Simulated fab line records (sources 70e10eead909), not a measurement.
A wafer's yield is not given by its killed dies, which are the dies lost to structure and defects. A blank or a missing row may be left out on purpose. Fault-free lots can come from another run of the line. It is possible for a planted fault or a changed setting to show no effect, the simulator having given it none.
fab line records	flow nand_harc
[record] lots = 6	wafers = 18	last_day = 33
route steps=1302 shown A_CONTACT@989 END@1302
lots that met no fault: taken from a fault-free run of the same line
start_h: hours from the record's first day to the start of the lot's first wafer shown	wait_h: hours from the lot's prior step to this one	" same as the row above	L1.1+2: several wafers, shown together as one row	- either no value or no given start	* or withheld: withheld	< > ~ a bound
route shown NAME@n: a module of which the file shows steps, and the number in the route of the first	usual: mean/standard deviation of fault-free wafers	same: alike in all rows	chamber/n: place in a boat	sites: readings site by site	_std_site: standard deviation of those values	_edge_site: the outer-site mean with the inner-site mean subtracted	radius_mm: how far each site lies from the wafer's centre	mask NAME#n: copy n	behind: the most recent tool/chamber to have shaped the wafer	hold: cause of the lot's hold/its duration in hours/its outcome	device: transistor that didn't switch, given as n, p or np	end of line: the same wafers' tests at the end of the route	step lacking rows: just its recipe	killed: the dies lost at the first sort to structure and to defects; this is not the yield of the wafer	map: dies across one wafer; x = killed, . = not, _ = none there
set.NAME: the setting as run; set.NAME@STEP: as run at that earlier step	model.NAME: the simulator's own value behind a step, which no gauge read
lots at some steps of the route; a table a step, a row a wafer
services: a tool's chamber out of use, with start hour (start_h, from the record's first day; less than 0 if before it), hours out, and reason
[[steps]]
[step NHARC_A_CONTACT_COAT_34]
[recipe] temp_c = 260	time_s = 75
[step NHARC_A_CONTACT_COAT_35]
[recipe] temp_c = 225	time_s = 65
[step NHARC_A_CONTACT_COAT_36]
[recipe] spin_rpm = 1500	resist_thk_nm = 90
[step NHARC_A_CONTACT_SOFTBAKE_37]
[recipe] temp_c = 105	time_s = 55
[step NHARC_A_CONTACT_EBR_38]
[step NHARC_A_CONTACT_EXPOSE_39]
[recipe] na = 1.35	sigma_outer = 0.8	dose_mj = 58.79	mask_id = A_CC_3
[step NHARC_A_CONTACT_PEB_40]
[recipe] peb_temp_c = 100	peb_time_s = 65
[step NHARC_A_CONTACT_DEVELOP_41]
[recipe] develop_time_s = 35	dev_temp_c = 23
[step NHARC_A_CONTACT_CD_MEAS_42]
[recipe] target_cd_nm = 300	landing_energy_ev = 500
[usual] cd_nm = 300.4/0.51
lot.wafer	tool	chamber	start_h	wait_h	cd_nm
L673.1	cd_sem-03	0	514.37	-	300.4
L673.4	"	0	"	"	299.8
L673.6	"	0	"	"	300.1
L680.2	cd_sem-02	0	589.10	-	300.6
L680.4	"	0	"	"	300.3
L680.6	"	0	"	"	300.7
L682.2	cd_sem-02	0	608.18	-	300.3
L682.5	"	0	"	"	299.4
L682.6	"	0	"	"	299.6
L690.1	cd_sem-02	0	701.65	-	300.4
L690.2	"	0	"	"	300.6
L690.3	"	0	"	"	301.0
L691.1	cd_sem-03	0	712.30	-	302.1
L691.4	"	0	"	"	301.3
L691.5	"	0	"	"	301.4
L693.1	cd_sem-01	0	722.79	-	300.2
L693.2	"	0	"	"	300.3
L693.5	"	0	"	"	299.8
[step NHARC_A_CONTACT_OVL_MEAS_43]
[usual] overlay_x_nm = -0.1/0.8	overlay_y_nm = -0.2/0.9
lot.wafer	tool	chamber	start_h	wait_h	overlay_x_nm	overlay_y_nm
L673.1	overlay-02	-	514.46	-	-0.2	0.2
L673.4	"	-	"	"	-0.5	0.5
L673.6	"	-	"	"	0.1	0.2
L680.2	overlay-01	-	589.19	-	-0.6	0.3
L680.4	"	-	"	"	-0.3	0.4
L680.6	"	-	"	"	-1.1	0.3
L682.2	overlay-01	-	608.27	-	-0.1	-0.3
L682.5	"	-	"	"	0.3	-0.3
L682.6	"	-	"	"	0.0	-0.8
L690.1	overlay-01	-	701.74	-	-0.6	-2.0
L690.2	"	-	"	"	-0.7	-1.8
L690.3	"	-	"	"	-0.5	-1.7
L691.1	overlay-01	-	712.39	-	-0.1	1.2
L691.4	"	-	"	"	0.3	0.9
L691.5	"	-	"	"	-0.1	1.4
L693.1	overlay-01	-	722.88	-	-0.8	0.2
L693.2	"	-	"	"	-1.2	0.2
L693.5	"	-	"	"	-1.2	0.2
[step NHARC_A_CONTACT_INSPECT_44]
[usual] raw_defect_count = 82/39
lot.wafer	tool	chamber	start_h	wait_h	raw_defect_count
L673.1	defect_inspect-02	-	514.49	0.0	101
L673.4	"	-	"	"	101
L673.6	"	-	"	"	100
L680.2	defect_inspect-02	-	589.22	0.0	21
L680.4	"	-	"	"	26
L680.6	"	-	"	"	18
L682.2	defect_inspect-02	-	608.30	0.0	167
L682.5	"	-	"	"	144
L682.6	"	-	"	"	147
L690.1	defect_inspect-01	-	701.77	0.0	102
L690.2	"	-	"	"	90
L690.3	"	-	"	"	132
L691.1	defect_inspect-02	-	712.42	0.0	83
L691.4	"	-	"	"	95
L691.5	"	-	"	"	98
L693.1	defect_inspect-01	-	722.91	0.0	103
L693.2	"	-	"	"	94
L693.5	"	-	"	"	97
[step NHARC_A_CONTACT_DESCUM_47]
[recipe] time_s = 3	o2_flow_sccm = 200	ar_flow_sccm = 0	bias_power_w = 0	chemistry = O2
[usual] drypump_motor_current_A = 5.7/0.41	o2_flow_sccm = 199.9/0.62	oes_product_au = 1.000/0.012	rf_vpp_V = 57.7/0.97	showerhead_plenum_p_Torr = 1.91/0.1	throttle_valve_pct = 11.312/0.0094
lot.wafer	tool	chamber	start_h	wait_h	drypump_motor_current_A	o2_flow_sccm	oes_product_au	rf_hours_counter_h	rf_vpp_V	showerhead_plenum_p_Torr	throttle_valve_pct
L673.1	rie_diel-09	0	514.57	0.1	4.9	200.7	1.002	2	57.1	1.90	11.318
L673.4	"	1	"	"	5.8	200.0	1.031	2	57.8	2.06	11.315
L673.6	"	3	"	"	6.0	199.4	1.014	-	57.6	2.08	11.310
L680.4	rie_diel-13	3	589.29	0.1	6.4	199.3	0.986	22	56.4	1.80	11.327
L680.2	"	0	"	"	5.1	199.6	0.992	20	59.9	2.01	11.303
L680.6	"	3	"	"	6.4	200.1	0.992	-	57.5	1.80	11.298
L682.2	rie_diel-03	2	608.36	0.1	6.0	199.5	0.993	20	58.7	1.93	11.307
L682.5	"	2	"	"	6.0	200.3	1.009	-	56.8	1.93	11.314
L682.6	"	3	"	"	5.7	200.3	0.995	-	57.4	1.77	11.303
L690.1	rie_diel-03	2	701.84	0.1	6.0	200.1	1.003	10	58.0	1.92	11.321
L690.3	"	0	"	"	6.0	201.0	1.002	11	58.8	2.07	11.306
L690.2	"	1	"	"	5.8	200.9	0.979	11	58.0	1.93	11.304
L691.1	rie_diel-03	3	712.49	0.1	5.7	199.6	1.001	11	57.4	1.76	11.308
L691.4	"	3	"	"	5.8	199.1	0.996	-	57.5	1.76	11.308
L691.5	"	0	"	"	6.0	200.7	0.998	-	59.5	2.07	11.311
L693.2	rie_diel-09	2	722.97	0.1	6.2	199.9	1.001	13	57.2	1.87	11.308
L693.1	"	0	"	"	4.9	200.6	0.986	15	57.2	1.88	11.316
L693.5	"	3	"	"	6.0	200.2	0.993	-	57.2	2.05	11.308
[step NHARC_A_CONTACT_ETCH_48]
[recipe] target_depth_a = 390	over_etch_frac = 0.3	time_s = 65	ion_energy_ev = 80	cf4_flow_sccm = 150	ar_flow_sccm = 0	rf_w = 300	bias_w = 100	chemistry = CF4
[usual] cf4_flow_sccm = 150.1/0.49	drypump_motor_current_A = 5.7/0.4	oes_product_au = 0.999/0.011	rf_vpp_V = 151.2/1.4	showerhead_plenum_p_Torr = 1.77/0.089	throttle_valve_pct = 13.286/0.0088
lot.wafer	tool	chamber	start_h	wait_h	cf4_flow_sccm	drypump_motor_current_A	oes_product_au	rf_hours_counter_h	rf_vpp_V	showerhead_plenum_p_Torr	throttle_valve_pct
L673.4	rie_diel-09	2	514.64	0.1	149.5	6.2	0.990	2	150.9	1.75	13.272
L673.1	"	1	"	"	150.5	5.8	1.032	2	154.4	1.89	13.296
L673.6	"	3	"	"	149.5	6.0	1.011	-	153.1	1.91	13.287
L680.4	rie_diel-13	2	589.37	0.1	149.8	5.1	0.987	20	152.1	1.81	13.287
L680.2	"	3	"	"	150.2	6.4	0.988	22	149.2	1.67	13.281
L680.6	"	1	"	"	150.3	5.3	0.997	-	153.0	1.78	13.282
L682.2	rie_diel-03	1	608.46	0.1	150.6	5.8	0.992	21	152.0	1.79	13.291
L682.5	"	3	"	"	150.8	5.7	1.011	-	149.2	1.64	13.269
L682.6	"	0	"	"	150.2	6.0	1.014	-	149.6	1.64	13.285
L690.2	rie_diel-03	3	701.92	0.1	150.4	5.7	0.826	9	149.8	1.64	13.283
L690.1	"	0	"	"	149.7	6.0	0.822	11	152.2	1.91	13.284
L690.3	"	1	"	"	149.1	5.8	0.981	11	152.1	1.78	13.293
L691.1	rie_diel-03	3	712.60	0.1	149.9	5.7	0.829	11	149.4	1.64	13.294
L691.4	"	0	"	"	150.8	6.0	1.008	-	152.5	1.90	13.286
L691.5	"	3	"	"	150.7	5.7	0.823	-	149.2	1.64	13.279
L693.1	rie_diel-09	0	723.09	0.1	150.6	4.9	0.993	15	151.9	1.74	13.287
L693.2	"	2	"	"	150.5	6.2	1.004	13	149.7	1.73	13.307
L693.5	"	0	"	"	150.6	4.9	0.985	-	150.9	1.74	13.281
[step NHARC_A_CONTACT_ETCH_49]
[recipe] target_depth_a = 2600	over_etch_frac = 0.3	time_s = 475.3	ion_energy_ev = 200	n2_flow_sccm = 150	h2_flow_sccm = 150	ar_flow_sccm = 0	rf_w = 400	bias_w = 150	chemistry = N2/H2
[usual] drypump_motor_current_A = 5.7/0.41	oes_product_au = 1.000/0.011	rf_vpp_V = 431/3.1	showerhead_plenum_p_Torr = 2.04/0.11	throttle_valve_pct = 14.173/0.0089
lot.wafer	tool	chamber	start_h	wait_h	drypump_motor_current_A	oes_product_au	rf_hours_counter_h	rf_vpp_V	showerhead_plenum_p_Torr	throttle_valve_pct
L673.1	rie_diel-09	2	-	-	6.2	1.002	2	432	2.01	14.171
L673.4	"	3	"	"	6.0	1.017	2	436	2.22	14.173
L673.6	"	3	"	"	6.0	1.009	-	435	2.22	14.176
L680.2	rie_diel-13	2	-	-	5.1	0.986	20	432	2.09	14.181
L680.4	"	0	"	"	5.0	0.993	20	433	2.15	14.177
L680.6	"	2	"	"	5.1	0.987	-	433	2.09	14.161
L682.2	rie_diel-03	1	-	-	5.7	0.983	21	431	2.06	14.182
L682.6	"	3	"	"	5.7	1.024	-	427	1.88	14.166
L682.5	"	0	"	"	6.0	1.011	-	425	1.88	14.169
L690.3	rie_diel-03	0	-	-	6.0	1.003	11	435	2.21	14.171
L690.1	"	1	"	"	5.8	0.977	11	432	2.06	14.160
L690.2	"	2	"	"	6.0	0.999	10	432	2.05	14.166
L691.1	rie_diel-03	2	-	-	6.0	1.010	11	432	2.05	14.175
L691.5	"	0	"	"	6.0	1.005	-	435	2.21	14.178
L691.4	"	3	"	"	5.7	1.002	-	427	1.87	14.167
L693.1	rie_diel-09	3	-	-	6.0	0.997	9	435	2.19	14.172
L693.2	"	2	"	"	6.2	1.001	14	429	1.99	14.177
L693.5	"	3	"	"	6.0	0.990	-	435	2.19	14.164
[step NHARC_END_SORT_01]
[recipe] temp_c = 25
[usual] killed_at_array = 51/18	killed_at_other = 1.0/1.2	killed_at_periphery = 3.7/2.9	killed_dies = 55/19	killed_open = 3.5/1.9	killed_short = 2.6/1.6
[same] gross_dies = 677
lot.wafer	tool	chamber	start_h	wait_h	killed_at_array	killed_at_other	killed_at_periphery	killed_dies	killed_open	killed_short
L690.1	prober-02	0	777.33	2.5	472	0	4	476	2	5
L690.2	prober-02	0	778.13	2.8	498	0	5	503	3	2
L691.1	prober-01	0	782.63	2.5	491	2	1	494	2	2
L691.5	prober-01	0	785.79	3.7	509	1	3	513	4	1
// killed by level:class
L690.1 A_CONTACT:area_etch=414 A_SLIT:chamber_film_flake=24 A_CHANNEL_HOLE_D2:chamber_film_flake=14 A_CHANNEL_HOLE_D1:chamber_film_flake=11 P_M0:chamber_film_flake=2 A_CONTACT:chamber_film_flake=2 P_M0:geometric_particle:open=1 A_ONON_D1:geometric_particle:short=1
L690.2 A_CONTACT:area_etch=473 A_SLIT:chamber_film_flake=7 A_CHANNEL_HOLE_D2:chamber_film_flake=4 P_M0:chamber_film_flake=3 A_CHANNEL_FILL_D1:chamber_film_flake=3 A_CHANNEL_HOLE_D1:chamber_film_flake=2 A_DECK1_JOINT:chamber_film_flake=2 A_CONTACT:chamber_film_flake=2
L691.1 A_CONTACT:area_etch=431 A_SLIT:chamber_film_flake=28 A_CHANNEL_HOLE_D1:chamber_film_flake=11 A_SGD_CUT:chamber_film_flake=7 A_CONTACT:chamber_film_flake=6 A_SGD_CUT:geometric_particle:open=2 THIN_TSV:chamber_film_flake=2 A_ONON_D1:geometric_particle:short=1
L691.5 A_CONTACT:area_etch=482 A_SLIT:chamber_film_flake=10 A_SGD_CUT:chamber_film_flake=5 A_CHANNEL_HOLE_D1:chamber_film_flake=4 A_CHANNEL_FILL_D1:chamber_film_flake=2 P_GATE:geometric_particle:open=1 P_CONTACT:geometric_particle:open=1 A_ONON_D1:geometric_particle:open=1
// map L690.2 (x killed, . not)
____________.____________
_________.....xx_________
_______..x..xx.x.x_______
______.x.x.x..x.xx.______
_____...x..x......x._____
____x..xxxx.x...xx...____
____.xx.xxxxxxxxx....____
___xx.xxx.xxxxxxxxxxxx___
___xx.xxx.xxxxxxxxx.x.___
__xxxxxxxxxxxxxxxxxxx..__
__xxxxxxxxxxxxxxxxxxx.x__
_.xxxxxxxxxxxxxxxxxxx.x._
_.xxxxxxxxxxxxxxxxx.x..._
_...xxxxxxxx.xxxxxxxx..x_
_.....xxxxxxxxxxxxxxxxx._
_.xx.xxxxxxxxxxxxxxxxxx._
.xxxxxxxxxxxxxxxxxxxxxxx.
..x..xxxxxxxxxxxxxx.xxx..
..xxxxxxxxxxxxxxxxxx.xx.x
xxx.xxxxxxxxxxxxxxxxxx.x.
.....xxxxxxxxxxxxxxxxx.x.
_..xxxxxxxxxxxxxxxxxxx.._
_.xxxxxxxxxxxxxxxxxxxx.._
_..xxxxxxxxxxxxxxxxxxx.._
_xxxxxxxxxxxxxxxxxxxx.x._
_.xx..xxxxxxxxxxxxxxxxx._
__xxxxxxxxxxxxxxxxxxx..__
__...xxxxxxxxxxxxxx....__
___x.xxxxxxxxxxxxxxxx.___
___..x..xx.xxxxxxxx.x.___
____...x.x.xxxxxxxx..____
____xx.x.xxxxxxxx.x.x____
_____.xx.x.xxxxxxxx._____
______...x...x.xx..______
_______x.x........_______
_________x...xx._________
____________.____________
// map L691.5 (x killed, . not)
____________.____________
_________.xx...._________
_______....x....x._______
______...xx.x..xx..______
_____xx.xxxxx..xx..._____
____x.x..xxxxxxxxxx..____
____xxxxxxx.xxxx.x.xx____
___xx.xx.xxxxx.xxxxxx.___
___xx.xxxxxxxxxx.xxxx.___
__xxxx..xx.xxxxx.xxx...__
__xxx.xxxxxxxxxxxxxxxxx__
_xxxx.xxxxxxxxxxxxx.xx.._
_x..x.xx.xxxxxxxxx.x...._
_xxxxxxxxxxxxxxxxxxx...._
_.xxxxxxxxxxxxxxxxxxxx.._
_xxxxxxxxxxxxxxxxxxxxx.._
.xxxxxxxxxxxxxxxxxx..x..x
x.xxxxxxxxxxxxxxxxxx.x...
xxxxxxxxxxxxxxxxxxxx..x.x
.x.xxxxxxxxxxxxxxxxxxx.xx
xxxxxxxxxxxxxxxxxxxxx...x
_.xxxxxxxxxxxxxxxxxx.xx._
_xxxxxxxxxxxxxxxxxxxx.x._
_.xx.xxxxxxxxxxxxxx...xx_
_.xxxxxxxxxxxxxxxxxxx..._
_.xxxxxxxxxxxxxxxxx.xx.._
__xx.xxxxxxxxxxxxxxxxx.__
__.xxxxxxxxxxxxxxxx....__
___xx.xxxxxxxxxxx.xxx.___
___.xxxx.xxxx.xxxx..x.___
____.xxxxxxxxxxxxxx..____
____.xx.xx.xxxx.xxx..____
_____.xxx.x.x.x.x.xx_____
______...xxxxx.....______
_______.xxx......._______
_________..x...._________
____________x____________
[[services]]
tool	chamber	start_h	hours	kind
rie_diel-03	0	491.89	-	clean
rie_diel-03	1	491.89	-	clean
rie_diel-03	2	491.89	-	clean
rie_diel-03	3	491.89	-	clean
rie_diel-09	-	497.23	9.0	pm
rie_diel-03	0	516.39	-	clean
rie_diel-03	1	516.39	-	clean
rie_diel-03	2	516.39	-	clean
rie_diel-03	3	516.39	-	clean
rie_diel-13	-	520.51	9.0	pm
rie_diel-13	1	534.71	5.6	repair
rie_diel-03	0	540.89	-	clean
rie_diel-03	1	540.89	-	clean
rie_diel-09	1	614.05	21.8	repair
rie_diel-03	-	635.49	9.0	pm
rie_diel-09	2	636.53	4.5	repair
rie_diel-09	3	667.97	27.0	repair
rie_diel-09	-	674.23	9.0	pm
rie_diel-09	-	690.00	1.5	repair
rie_diel-13	-	697.55	9.0	pm
rie_diel-03	1	709.16	9.5	repair
rie_diel-13	0	716.02	8.3	repair
rie_diel-03	2	719.35	2.9	repair
rie_diel-09	1	722.39	2.7	repair
[[key]]
[first_sign] step = NHARC_A_CONTACT_ETCH_48	reading = oes_product_au	direction = down	sigmas = 15	usual = 0.999	struck = 0.825
[effect] step = NHARC_END_SORT_01	reading = killed_at_array	direction = up	sigmas = 24	usual = 51	struck = 492
[more_kills_born_at] NHARC_A_CONTACT_ETCH_48@rie_diel-03 = 1800
met_at NHARC_A_CONTACT_ETCH_48
struck_wafers L690.1,L690.2,L691.1,L691.5
later_rows_left_out L690.1,L690.2,L691.1,L691.5
tester_left_out L690,L691
onset_between 608.46 701.92
[fault] kind = process_parameter_drift	tool = rie_diel-03	chamber = -	onset_h = 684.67	steps = NHARC_A_CONTACT_ETCH_48	channel = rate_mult	offset = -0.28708	shape = step	end_h = 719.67	scope = struck_wafers_only
// tester_left_out: of these lots the tester's yield and bins aren't shown, on N5 and GAA mostly nor the transistor test; their killed dies are dies lost to structure and defects alone, not to doping, threshold or leakage, so they don't give the yield
// later_rows_left_out: the simulator's readings of these wafers behind a module that went badly wrong aren't trusted and aren't shown, but for the sort
